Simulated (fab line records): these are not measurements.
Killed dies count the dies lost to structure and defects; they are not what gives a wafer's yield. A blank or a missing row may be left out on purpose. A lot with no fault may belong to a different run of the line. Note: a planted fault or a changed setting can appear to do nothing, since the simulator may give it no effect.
Comparing a struck lot with a sound one || flow nand_harc || 26 steps out of a route of 1302
Sound: wafers L545.1, L545.3, L545.6. Struck: wafers L546.3, L546.6 (left out: L546.1, a lot-mate that was not struck); the cause follows at the end.
At each step with rows: each side's tool, then ch and its chambers, then its first start. Under that, the readings that differ: sound wafers || struck wafers || difference of the means || sigmas: that difference in standard deviations of wafers without a fault.
alike: readings with means less than 2 such deviations apart, plus words and numbers identical on both sides. not compared: withheld readings, readings lacking a value on some wafer, bounds such as >300 that could conceal the same value, and numbers that have no deviation in the record and whose values overlap.
The two part at a step that has a row with sigmas, a row that says differs or no value, or rows on one side only. Numbers that have no deviation but don't overlap get no sigmas and don't part them. Lack of a reading on every wafer of one side parts them only where that side has two or more wafers.

NHARC_A_CHANNEL_HOLE_D1_ETCH_38: etches the open film in CF4, target depth 39 nm, time 65 s.
  sound on rie_diel-06 ch 0,1,2, day 14 15:28; struck on rie_diel-06 ch 0,1, day 15 04:12
  alike: drypump_motor_current_A, oes_product_au, rf_vpp_V, showerhead_plenum_p_Torr, throttle_valve_pct
  not compared: rf_hours_counter_h
then, 1 step without rows for these wafers: NHARC_A_CHANNEL_HOLE_D1_ETCH_39 (etches the open film in N2/H2, target depth 260 nm, time 325 s).
NHARC_A_CHANNEL_HOLE_D1_ETCH_34: etches the open film in CF4/CHF3, target depth 154 nm, time 77 s.
  sound: rie_diel-06 ch 1,2,3; struck: rie_diel-06 ch 0,1
  alike: drypump_motor_current_A, oes_product_au, rf_vpp_V, showerhead_plenum_p_Torr, throttle_valve_pct
  not compared: rf_hours_counter_h
then, 1 step without rows for these wafers: NHARC_A_CHANNEL_HOLE_D1_ETCH_16 (etches the open film in O2/COS, target depth 3100 nm, time 806 s).
NHARC_A_CHANNEL_HOLE_D1_CD_MEAS_18:
  struck on cd_sem-03, day 15 05:37; sound on cd_sem-02, day 14 16:29
  alike: cd_nm
then, 4 steps without rows for these wafers: NHARC_A_CHANNEL_HOLE_D1_ETCH_19 (etches the open film in C4F8/O2/Ar, time 34.5 s); NHARC_A_CHANNEL_HOLE_D1_ETCH_20 (etches the open film in C4F8/O2/Ar, time 361.9 s, target depth 1600 nm); NHARC_A_CHANNEL_HOLE_D1_ETCH_21 (etches the open film in C4F8/O2/Ar, time 514.3 s, target depth 1600 nm); NHARC_A_CHANNEL_HOLE_D1_ETCH_22 (etches the open film in C4F8/O2/Ar, time 666.7 s, target depth 1600 nm).
NHARC_A_CHANNEL_HOLE_D1_ETCH_23: etches the open film in C4F8/O2/Ar, time 819 s, target depth 1600 nm.
  sound on har_etch-01 ch 1, day 14 18:34; struck on har_etch-02 ch 0, day 15 07:08
  alike: c4f8_flow_sccm, drypump_motor_current_A, showerhead_plenum_p_Torr, throttle_valve_pct
  not compared: rf_hours_counter_h
then, 1 step without rows for these wafers: NHARC_A_CHANNEL_HOLE_D1_ETCH_24 (etches the open film in C4F8/O2/Ar, time 906.2 s, target depth 1500 nm).
NHARC_A_CHANNEL_HOLE_D1_ETCH_25: etches the open film in C4F8/O2/Ar, time 1040.2 s, target depth 1500 nm.
  sound on har_etch-01 ch 1, day 14 20:03; struck on har_etch-02 ch 0, day 15 08:36
  alike: c4f8_flow_sccm, drypump_motor_current_A, showerhead_plenum_p_Torr, throttle_valve_pct
  not compared: rf_hours_counter_h
NHARC_A_CHANNEL_HOLE_D1_ETCH_26: etches the open film in C4F8/O2/Ar, time 224.1 s, target depth 300 nm.
  sound on har_etch-01 ch 1, day 14 20:48; struck on har_etch-02 ch 0, day 15 09:29
{"reading": "bias_v (V)", "sound": "294.0 296.1 293.9", "struck": "302.8 299.0", "difference": "+6.2", "sigmas": "+2"}
  alike: c4f8_flow_sccm, drypump_motor_current_A, showerhead_plenum_p_Torr, throttle_valve_pct
  not compared: rf_hours_counter_h
NHARC_A_CHANNEL_HOLE_D1_ETCH_33: etches the open film in C4F8/O2/Ar, time 90 s, target depth 400 nm.
  sound on har_etch-01 ch 1, day 14 21:00; struck on har_etch-02 ch 0, day 15 09:41
  alike: bias_v, c4f8_flow_sccm, drypump_motor_current_A, showerhead_plenum_p_Torr, throttle_valve_pct
  not compared: rf_hours_counter_h
then, 7 steps without rows for these wafers: NHARC_A_CHANNEL_HOLE_D1_STRIP_41 (strips in N2/H2); NHARC_A_CHANNEL_HOLE_D1_STRIP_42 (strips in CF4/CHF3); NHARC_A_CHANNEL_HOLE_D1_STRIP_43 (strips in O2/COS); NHARC_A_CHANNEL_HOLE_D1_ETCH_44 (etches the open film in CF4/O2, target depth 140 nm, overetch 14 nm, time 77 s); NHARC_A_CHANNEL_HOLE_D1_STRIP_27 (strips in O2); NHARC_A_CHANNEL_HOLE_D1_PRECLEAN_28 (cleans in SC1); NHARC_A_CHANNEL_HOLE_D1_SRD_29.
NHARC_A_CHANNEL_HOLE_D1_CD_MEAS_30:
  struck on cd_sem-02, day 15 11:13; sound on cd_sem-03, day 14 22:30
  alike: cd_nm
after that, 1 step had no rows for these wafers: NHARC_A_CHANNEL_HOLE_D1_XSEM_31.
NHARC_A_CHANNEL_HOLE_D1_INSPECT_40:
  struck on defect_inspect-01, day 15 11:25; sound on defect_inspect-01, day 14 22:41
{"reading": "raw_defect_count", "sound": "62 71 58", "struck": "612 633", "difference": "+559", "sigmas": "+23"}
then, 1 step without rows for these wafers: NHARC_A_CHANNEL_FILL_D1_PRECLEAN_00 (cleans in SC1).
-- jump in the record: it breaks off in module A_CHANNEL_FILL_D1 and resumes in module END (first step shown: number 1302 of the route), and 15 days separate the struck wafers' starts before and after --
NHARC_END_SORT_01:
  here the record holds rows for the struck wafers (prober-02 ch 0, day 30 21:01) but none for the sound ones

## WHERE THEY PART
Last at NHARC_END_SORT_01 as far as this record goes, first at NHARC_A_CHANNEL_HOLE_D1_ETCH_26.

WHY: what had been put in by the simulator
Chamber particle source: har_etch-02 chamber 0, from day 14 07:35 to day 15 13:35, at NHARC_A_CHANNEL_HOLE_D1_ETCH_26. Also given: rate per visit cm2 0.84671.
